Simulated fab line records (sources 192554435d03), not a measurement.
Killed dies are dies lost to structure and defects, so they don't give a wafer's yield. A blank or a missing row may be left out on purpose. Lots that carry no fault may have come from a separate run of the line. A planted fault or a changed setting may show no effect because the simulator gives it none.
Which tool did it? + flow n5-finfet + Sampling: 9 lots, 27 wafers, 6 of 1938 route steps

WHAT THE GAUGES READ, wafer by wafer
N5_BEOL_M4_RC_MEAS_101. Usual: DIBL_N 36.3 mV/V, standard deviation 1.6; DIBL_P 36.5 mV/V, standard deviation 1.6; IOFF_N 0.163 nA/um, standard deviation 0.026; IOFF_P 0.22 nA/um, standard deviation 0.033; ION_N 676 uA/um, standard deviation 9.9; ION_P 464 uA/um, standard deviation 6.5; SS_N 71.5 mV/dec, standard deviation 0.5; SS_P 73.3 mV/dec, standard deviation 0.64; VT_N 249.3 mV, standard deviation 2.9; VT_P -250 mV, standard deviation 3.2.
| lot  | measured     | on        | DIBL_N (mV/V)  | DIBL_P (mV/V)  | IOFF_N (nA/um)    | IOFF_P (nA/um) | ION_N (uA/um) | ION_P (uA/um) | SS_N (mV/dec)  | SS_P (mV/dec)  | VT_N (mV)         | VT_P (mV)      | flag |
|------|--------------|-----------|----------------|----------------|-------------------|----------------|---------------|---------------|----------------|----------------|-------------------|----------------|------|
| L983 | day 9 08:17  | prober-02 | 36.5 38.0 35.6 | 35.4 37.1 34.9 | 0.157 0.188 0.149 | 0.23 0.26 0.22 | 674 685 695   | 461 476 479   | 72.0 72.2 71.3 | 72.8 73.8 73.0 | 251.4 244.5 246.2 | -249 -245 -246 |      |
| L986 | day 9 16:22  | prober-02 | 36.9 37.0 35.6 | 37.9 38.1 36.5 | 0.179 0.182 0.160 | 0.22 0.22 0.20 | 673 688 697   | 463 466 464   | 71.6 71.7 70.8 | 74.8 73.9 74.3 | 245.1 246.4 248.8 | -251 -250 -253 |      |
| L988 | day 10 08:52 | prober-01 | 39.4 35.7 37.3 | 38.9 35.8 36.8 | 0.212 0.142 0.167 | 0.32 0.25 0.27 | 686 662 666   | 472 470 473   | 71.8 70.8 72.1 | 74.2 73.1 73.3 | 244.7 251.3 248.1 | -242 -244 -246 |      |
| L999 | day 12 18:37 | prober-01 | 37.5 35.4 36.4 | 35.8 34.7 35.1 | 0.166 0.140 0.143 | 0.21 0.20 0.20 | 678 668 668   | 463 462 460   | 71.2 71.3 71.1 | 73.0 72.8 72.6 | 249.6 248.2 247.9 | -249 -251 -252 |      |
| L998 | day 12 23:14 | prober-01 | 41.2 38.5 39.1 | 40.7 38.3 39.0 | 0.249 0.185 0.202 | 0.29 0.24 0.26 | 683 671 689   | 464 459 474   | 72.4 72.3 71.2 | 75.1 73.9 73.4 | 244.6 248.4 243.9 | -246 -248 -248 |      |
| L101 | day 13 16:11 | prober-01 | 38.4 35.0 35.9 | 42.3 37.9 38.6 | 0.213 0.145 0.164 | 0.29 0.21 0.23 | 685 680 682   | 470 470 471   | 72.8 70.8 71.5 | 74.2 72.1 72.9 | 246.6 248.1 250.8 | -245 -250 -249 |      |
| L100 | day 13 19:29 | prober-01 | 33.9 34.3 34.3 | 34.1 34.0 33.9 | 0.123 0.123 0.128 | 0.21 0.20 0.21 | 676 665 663   | 477 459 467   | 71.4 71.0 71.2 | 72.4 73.1 72.2 | 255.8 254.4 256.5 | -246 -248 -247 |      |
| L102 | day 13 21:23 | prober-01 | 35.9 35.8 35.9 | 35.8 36.3 36.1 | 0.146 0.143 0.152 | 0.20 0.20 0.20 | 667 671 675   | 459 467 462   | 71.0 71.2 71.4 | 73.1 73.1 72.5 | 253.6 250.4 251.3 | -251 -253 -254 |      |
| L103 | day 14 04:17 | prober-01 | 36.0 34.9 35.7 | 37.1 35.2 36.3 | 0.169 0.145 0.164 | 0.22 0.19 0.22 | 669 662 672   | 465 456 462   | 71.8 71.6 71.7 | 73.4 73.5 73.8 | 249.5 252.3 250.3 | -250 -251 -248 |      |

N5_BEOL_M11_CD_MEAS_11: target cd 64.1 nm. Usual: 64.3 nm for cd-nm, sd 0.49.
| lot  | measured     | on        | cd-nm (nm)     | flag |
|------|--------------|-----------|----------------|------|
| L983 | day 11 22:06 | cd-sem-01 | 64.3 64.8 64.9 |      |
| L986 | day 12 10:55 | cd-sem-03 | 63.7 63.9 63.7 |      |
| L988 | day 12 23:38 | cd-sem-01 | 64.7 64.1 64.2 |      |
| L999 | day 15 11:32 | cd-sem-01 | 64.0 64.4 63.5 |      |
| L998 | day 15 11:53 | cd-sem-03 | 64.4 64.0 63.9 |      |
| L101 | day 15 21:50 | cd-sem-02 | 63.6 64.4 64.0 |      |
| L100 | day 16 10:01 | cd-sem-02 | 64.7 64.4 65.0 |      |
| L102 | day 16 10:32 | cd-sem-01 | 63.7 63.7 63.4 |      |
| L103 | day 16 15:03 | cd-sem-03 | 64.9 65.5 65.1 |      |

N5_BEOL_M11_OCD_MEAS_38. Usual: 148.9 nm for trench-depth-nm, sd 1.8.
| lot  | measured     | on     | trench-depth-nm (nm) | flag |
|------|--------------|--------|----------------------|------|
| L983 | day 12 01:28 | ocd-02 | 149.3 145.9 149.3    |      |
| L986 | day 12 13:53 | ocd-02 | 151.1 149.6 149.9    |      |
| L988 | day 13 01:16 | ocd-02 | 150.6 149.9 147.8    |      |
| L999 | day 15 15:03 | ocd-02 | - - -                | OFF  |
| L998 | day 15 14:53 | ocd-01 | - - -                | OFF  |
| L101 | day 16 00:01 | ocd-01 | 150.3 146.9 146.6    |      |
| L100 | day 16 11:59 | ocd-01 | 152.5 150.7 148.7    |      |
| L102 | day 16 14:26 | ocd-02 | 150.0 146.8 148.1    |      |
| L103 | day 16 17:21 | ocd-01 | 145.8 148.7 150.5    |      |

EACH LOT AND THE TOOL THAT RAN IT (in order: tool; ch and the chambers of the sampled wafers; start)
| lot  | N5_BEOL_M10_ALD_74                  | N5_BEOL_M11_ILD_DEP_00          | N5_BEOL_M11_CURE_71           |
|------|-------------------------------------|---------------------------------|-------------------------------|
| L983 | ald-metal-04 ch 1,2,3, day 11 17:14 | pecvd-04 ch 0,1,2, day 11 20:23 | uv-cure-03 ch 2, day 11 20:36 |
| L986 | ald-metal-04 ch 1,2,3, day 12 07:41 | pecvd-02 ch 0,1,2, day 12 09:16 | uv-cure-03 ch 2, day 12 09:26 |
| L988 | ald-metal-02 ch 1,2,3, day 12 19:32 | pecvd-04 ch 0,1, day 12 22:01   | uv-cure-03 ch 2, day 12 22:32 |
| L999 | ald-metal-03 ch 0,1,3, day 15 07:05 | pecvd-04 ch 0,1,2, day 15 08:41 | uv-cure-01 ch 2, day 15 08:46 |
| L998 | ald-metal-04 ch 0,3, day 15 07:47   | pecvd-04 ch 0,2, day 15 09:16   | uv-cure-02 ch 1, day 15 09:21 |
| L101 | ald-metal-04 ch 0,1, day 15 18:22   | pecvd-02 ch 0,1,2, day 15 20:25 | uv-cure-01 ch 1, day 15 20:30 |
| L100 | ald-metal-02 ch 2,3, day 16 05:52   | pecvd-03 ch 0,1, day 16 07:31   | uv-cure-03 ch 2, day 16 07:46 |
| L102 | ald-metal-03 ch 1,2, day 16 06:01   | pecvd-02 ch 0,2, day 16 08:14   | uv-cure-03 ch 2, day 16 08:24 |
| L103 | ald-metal-04 ch 0,1,2, day 16 10:46 | pecvd-03 ch 0,1, day 16 12:19   | uv-cure-03 ch 1, day 16 12:40 |
- N5_BEOL_M10_ALD_74: deposits TaN, target thk 2 nm, pulse time 2 s, purge time 3 s.
- N5_BEOL_M11_ILD_DEP_00: deposits SiCOH lowk from DEMS/porogen, target thk 308.51 nm, time 58 s.
- N5_BEOL_M11_CURE_71: cures SiCOH lowk, time 240 s.

AS READ BY THE TOOLS THEMSELVES (means over the sampled wafers that have a number; for cases with no such wafer, the mark the record gives instead)
N5_BEOL_M10_ALD_74. Usual: heater-power-w 401 W, standard deviation 37; precursor-vessel-carrier-sccm 1000 sccm, standard deviation 3.2; susceptor-temp-C 275.00 C, standard deviation 0.2.
| lot  | tool         | heater-power-w (W) | precursor-vessel-carrier-sccm (sccm) | susceptor-temp-C (C) | flag |
|------|--------------|--------------------|--------------------------------------|----------------------|------|
| L983 | ald-metal-04 | 413                | 1001                                 | 275.18               |      |
| L986 | ald-metal-04 | 413                | 997                                  | 275.00               |      |
| L988 | ald-metal-02 | 392                | 1000                                 | 274.96               |      |
| L999 | ald-metal-03 | 415                | 999                                  | 275.11               |      |
| L998 | ald-metal-04 | 388                | 1002                                 | 274.64               |      |
| L101 | ald-metal-04 | 407                | 1000                                 | 275.01               |      |
| L100 | ald-metal-02 | 383                | 999                                  | 274.80               |      |
| L102 | ald-metal-03 | 417                | 999                                  | 274.97               |      |
| L103 | ald-metal-04 | 399                | 1003                                 | 274.88               |      |

N5_BEOL_M11_ILD_DEP_00. Usual: chamber-pressure-Torr 5.000 Torr, standard deviation 0.011; heater-power-outer-w 144 W, standard deviation 23; heater-power-w 309 W, standard deviation 37; showerhead-plenum-p-Torr 5.737 Torr, standard deviation 0.015; susceptor-temp-C 299.97 C, standard deviation 0.18; throttle-valve-pct 14.2 %, standard deviation 1.
| lot  | tool     | chamber-pressure-Torr (Torr) | heater-power-outer-w (W) | heater-power-w (W) | showerhead-plenum-p-Torr (Torr) | susceptor-temp-C (C) | throttle-valve-pct (%) | flag |
|------|----------|------------------------------|--------------------------|--------------------|---------------------------------|----------------------|------------------------|------|
| L983 | pecvd-04 | 5.006                        | 138                      | 312                | 5.743                           | 300.11               | 14.0                   |      |
| L986 | pecvd-02 | 4.991                        | 122                      | 271                | 5.724                           | 300.04               | 14.5                   |      |
| L988 | pecvd-04 | 4.992                        | 133                      | 323                | 5.743                           | 299.71               | 14.8                   |      |
| L999 | pecvd-04 | -                            | -                        | -                  | -                               | -                    | -                      | OFF  |
| L998 | pecvd-04 | -                            | -                        | -                  | -                               | -                    | -                      | OFF  |
| L101 | pecvd-02 | 4.999                        | 124                      | 272                | 5.727                           | 299.91               | 14.9                   |      |
| L100 | pecvd-03 | 4.996                        | 141                      | 320                | 5.746                           | 299.91               | 14.0                   |      |
| L102 | pecvd-02 | 5.019                        | 124                      | 268                | 5.735                           | 299.92               | 14.7                   |      |
| L103 | pecvd-03 | 5.000                        | 185                      | 374                | 5.753                           | 299.94               | 14.6                   |      |

N5_BEOL_M11_CURE_71. Usual: lamp-power-pct 52.31 %, standard deviation 0.053; wafer_temp_C_max 386.6, standard deviation 0.49.
| lot  | tool       | lamp-power-pct (%) | wafer_temp_C_max | flag |
|------|------------|--------------------|------------------|------|
| L983 | uv-cure-03 | 52.32              | 386.3            |      |
| L986 | uv-cure-03 | 52.32              | 386.9            |      |
| L988 | uv-cure-03 | 52.31              | 386.4            |      |
| L999 | uv-cure-01 | 52.30              | 386.6            |      |
| L998 | uv-cure-02 | 52.26              | 387.1            |      |
| L101 | uv-cure-01 | 52.30              | 386.3            |      |
| L100 | uv-cure-03 | 52.32              | 386.6            |      |
| L102 | uv-cure-03 | 52.26              | 385.9            |      |
| L103 | uv-cure-03 | 52.30              | 387.1            |      |

THE ANSWER, worked out from the rows above alone
Rule: take the mean of a lot's wafers that have a number; if it is more than 3 standard deviations from the usual mean, the lot is off. A lot without any number at a reading at which 4 lots or more have one is off too. All remaining lots with rows at the step are treated as sound. Order of review: gauges by route order, followed by the tools' own readings, for which a lot's mean as printed above is used. At the first step where some lot is off, the reading lying furthest off is the one used; lots without a number count as furthest.
Off, at N5_BEOL_M11_OCD_MEAS_38 on trench-depth-nm: L999, L998. Without a number there: L999, L998.
A tool fits if, at a process step before that reading, it ran every lot that is off, and no sound lot after the first of them. Not tried: the gauges at N5_BEOL_M11_OCD_MEAS_38; whatever is off there is also off at N5_BEOL_M11_ILD_DEP_00, on other tools, and gauge error can't account for it. One fits: N5_BEOL_M11_ILD_DEP_00 on pecvd-04. A fault onset in the window from L988 (day 12 22:01, its last sound lot) to L999 (day 15 08:41, its first lot off) fits.
Blank at N5_BEOL_M11_ILD_DEP_00 on the lots that are off, where sound lots have numbers: chamber-pressure-Torr, heater-power-outer-w, heater-power-w, showerhead-plenum-p-Torr, susceptor-temp-C, throttle-valve-pct.

WHAT HAD BEEN PUT IN BY THE SIMULATOR
Beginning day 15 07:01, the whole step at N5_BEOL_M11_ILD_DEP_00 was skipped on pecvd-04. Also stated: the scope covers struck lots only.
Lots struck among those shown: L999, L998. Same finding as the rule above.
